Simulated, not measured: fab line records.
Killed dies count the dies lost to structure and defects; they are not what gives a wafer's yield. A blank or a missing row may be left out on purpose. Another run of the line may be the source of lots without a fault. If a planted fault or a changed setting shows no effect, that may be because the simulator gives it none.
Split-lot study / flow n5Finfet / route with 1938 steps; 7 lots, 21 wafers read

THE SPLIT
At N5_BEOL_M0_SAQP_SPACER2_ALD_26 (deposits SiO2, target thk 15 nm, pulse time 1 s, purge time 2 s), the setting targetThkA was moved away from the recipe's 150 angstrom on 7 of the 21 wafers read, by -13.2% to +12.5%. For the rest of the wafers, this setting stayed at what the recipe calls for.

FROM THE SPLIT TO THE READING: what the file shows between them, 2 steps
- N5_BEOL_M0_SAQP_SPACER2_ETCHBACK_27: etches SiO2 in CHF3/O2, target depth 22.5 nm, time 11.25 s
- N5_BEOL_M0_SAQP_MANDREL2_REMOVE_110: chemistry HBr/Cl2/O2, target a-Si, stops on SiCN, bt time 10 s

THE READING
At N5_BEOL_M0_SAQP_CD_MEAS_29: cdNm in nanometres, against a target cd of 14.4 nm. On this fab line, fault-free wafers typically give 14.96 nm with a standard deviation of 0.21 nm.

wafer=L074.3; tool, chamber at the split=aldSin-01, 2; targetThkA as run, angstrom=168.8; against the recipe=+12.5%; cdNm, nm=16.96; against lot-mates on the recipe=+2.21
wafer=L074.4; tool, chamber at the split=aldSin-01, 1; targetThkA as run, angstrom=150; against the recipe=recipe; cdNm, nm=14.75; against lot-mates on the recipe=-
wafer=L074.6; tool, chamber at the split=aldSin-01, 2; targetThkA as run, angstrom=168.8; against the recipe=+12.5%; cdNm, nm=16.71; against lot-mates on the recipe=+1.96
wafer=L076.1; tool, chamber at the split=aldSin-03, 0,2,2; targetThkA as run, angstrom=150; against the recipe=recipe; cdNm, nm=15.05; against lot-mates on the recipe=-
wafer=L076.2; tool, chamber at the split=aldSin-03, 0,2,2; targetThkA as run, angstrom=150; against the recipe=recipe; cdNm, nm=15.09; against lot-mates on the recipe=-
wafer=L076.6; tool, chamber at the split=aldSin-03, 0,2,2; targetThkA as run, angstrom=150; against the recipe=recipe; cdNm, nm=15.25; against lot-mates on the recipe=-
wafer=L078.1; tool, chamber at the split=aldSin-01, 2; targetThkA as run, angstrom=150; against the recipe=recipe; cdNm, nm=14.83; against lot-mates on the recipe=-
wafer=L078.3; tool, chamber at the split=aldSin-01, 1; targetThkA as run, angstrom=150; against the recipe=recipe; cdNm, nm=15.11; against lot-mates on the recipe=-
wafer=L078.5; tool, chamber at the split=aldSin-01, 1; targetThkA as run, angstrom=150; against the recipe=recipe; cdNm, nm=15.04; against lot-mates on the recipe=-
wafer=L086.3; tool, chamber at the split=aldSin-01, 1; targetThkA as run, angstrom=130.2; against the recipe=-13.2%; cdNm, nm=12.87; against lot-mates on the recipe=-2.18
wafer=L086.4; tool, chamber at the split=aldSin-01, 3,2; targetThkA as run, angstrom=150; against the recipe=recipe; cdNm, nm=15.20; against lot-mates on the recipe=-
wafer=L086.5; tool, chamber at the split=aldSin-01, 3,2; targetThkA as run, angstrom=150; against the recipe=recipe; cdNm, nm=14.89; against lot-mates on the recipe=-
wafer=L093.4; tool, chamber at the split=aldSin-03, 0,1; targetThkA as run, angstrom=130.5; against the recipe=-13.0%; cdNm, nm=13.28; against lot-mates on the recipe=-1.68
wafer=L093.5; tool, chamber at the split=aldSin-03, 0,1; targetThkA as run, angstrom=130.5; against the recipe=-13.0%; cdNm, nm=12.76; against lot-mates on the recipe=-2.20
wafer=L093.6; tool, chamber at the split=aldSin-03, 0; targetThkA as run, angstrom=150; against the recipe=recipe; cdNm, nm=14.96; against lot-mates on the recipe=-
wafer=L095.4; tool, chamber at the split=aldSin-04, 2,1; targetThkA as run, angstrom=150; against the recipe=recipe; cdNm, nm=14.98; against lot-mates on the recipe=-
wafer=L095.5; tool, chamber at the split=aldSin-04, 2,1; targetThkA as run, angstrom=150; against the recipe=recipe; cdNm, nm=15.50; against lot-mates on the recipe=-
wafer=L095.6; tool, chamber at the split=aldSin-04, 0; targetThkA as run, angstrom=158.2; against the recipe=+5.5%; cdNm, nm=16.35; against lot-mates on the recipe=+1.11
wafer=L097.1; tool, chamber at the split=aldSin-04, 2,1; targetThkA as run, angstrom=150; against the recipe=recipe; cdNm, nm=15.18; against lot-mates on the recipe=-
wafer=L097.3; tool, chamber at the split=aldSin-04, 0; targetThkA as run, angstrom=160.1; against the recipe=+6.7%; cdNm, nm=16.14; against lot-mates on the recipe=+1.09
wafer=L097.6; tool, chamber at the split=aldSin-04, 2,1; targetThkA as run, angstrom=150; against the recipe=recipe; cdNm, nm=14.93; against lot-mates on the recipe=-
Where a row lists several chambers, the file gives one row for several wafers and doesn't say which wafer went through which chamber.

THE FIT
A straight line over all 21 wafers: cdNm changes by +0.156 nm for each +1% of targetThkA; r = +0.98; the points scatter about the line by 0.22 nm.
The same after taking each lot's own level away (the mean of its wafers on the recipe; 21 wafers): +0.161 nm for each +1%; r = +0.99; scatter 0.17 nm.
On that fit, the largest move of targetThkA shifts the reading by 2.1 nm.
Across the lots, their own levels run from 14.750 to 15.240 nm, a range of 2.3 times the standard deviation given above.
Hence the lot-to-lot level has little effect on the slope; both slopes agree.
Check: -2.06 nm against its lot-mates is what the line predicts for one of the wafers moved furthest among these (-13.2%) when that wafer is left out of the fit. It came out at -2.18 nm against them.

ADDITIONAL SPLITS CARRIED BY THESE WAFERS
Note: prior to the reading, these wafers also went through further splits. Each is held against what the fit with the lots' levels taken away leaves over:
other split on the same wafers=N5_SDB_COAT_03 spinRpm; wafers away from the commonest value=8; r with cdNm (lot level and that fit taken away)=-0.25
other split on the same wafers=N5_SDB_COAT_05 spinRpm; wafers away from the commonest value=5; r with cdNm (lot level and that fit taken away)=+0.19
other split on the same wafers=N5_HKMG_FIN_COAT_06 spinRpm; wafers away from the commonest value=6; r with cdNm (lot level and that fit taken away)=-0.12
other split on the same wafers=N5_MOL_CONTACT_COAG_ALD_133 aldCycles; wafers away from the commonest value=7; r with cdNm (lot level and that fit taken away)=-0.16
other split on the same wafers=N5_BEOL_M0_SAQP_ETCH_106 targetDepthA; wafers away from the commonest value=7; r with cdNm (lot level and that fit taken away)=+0.35

THE WHOLE CHAIN: every reading that the file lists as answering this split, in the file's order
step=N5_BEOL_M0_SAQP_SPACER2_ALD_26; what it does=deposits SiO2, target thk 15 nm, pulse time 1 s, purge time 2 s; reading=SiO2_of_BEOL_M0_SAQP_SPACER2_ALD_26.thkNm (the simulator's own value, which no gauge read); change (the file's fit)=+0.147 nm for each +1% of the setting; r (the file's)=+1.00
step=N5_BEOL_M0_SAQP_MANDREL2_REMOVE_110; what it does=chemistry HBr/Cl2/O2, target a-Si, stops on SiCN, bt time 10 s; reading=BEOL_M0_SAQP.cdNm (the simulator's own value, which no gauge read); change (the file's fit)=+0.158 nm for each +1% of the setting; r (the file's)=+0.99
step=N5_BEOL_M0_SAQP_CD_MEAS_29; what it does=target cd 14.4 nm; reading=cdNm; change (the file's fit)=+0.163 nm for each +1% of the setting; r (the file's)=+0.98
step=N5_BEOL_M0_HM_OPEN_105; what it does=chemistry Cl2/BCl3, target TiN, target depth 12 nm; reading=SiO2_of_BEOL_M0_SAQP_SPACER2_ALD_26.thkNm (the simulator's own value, which no gauge read); change (the file's fit)=+0.114 nm for each +1% of the setting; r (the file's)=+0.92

THE FILE'S OWN FIT
cdNm changes by +0.163 nm for each +1% of targetThkA, r = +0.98.
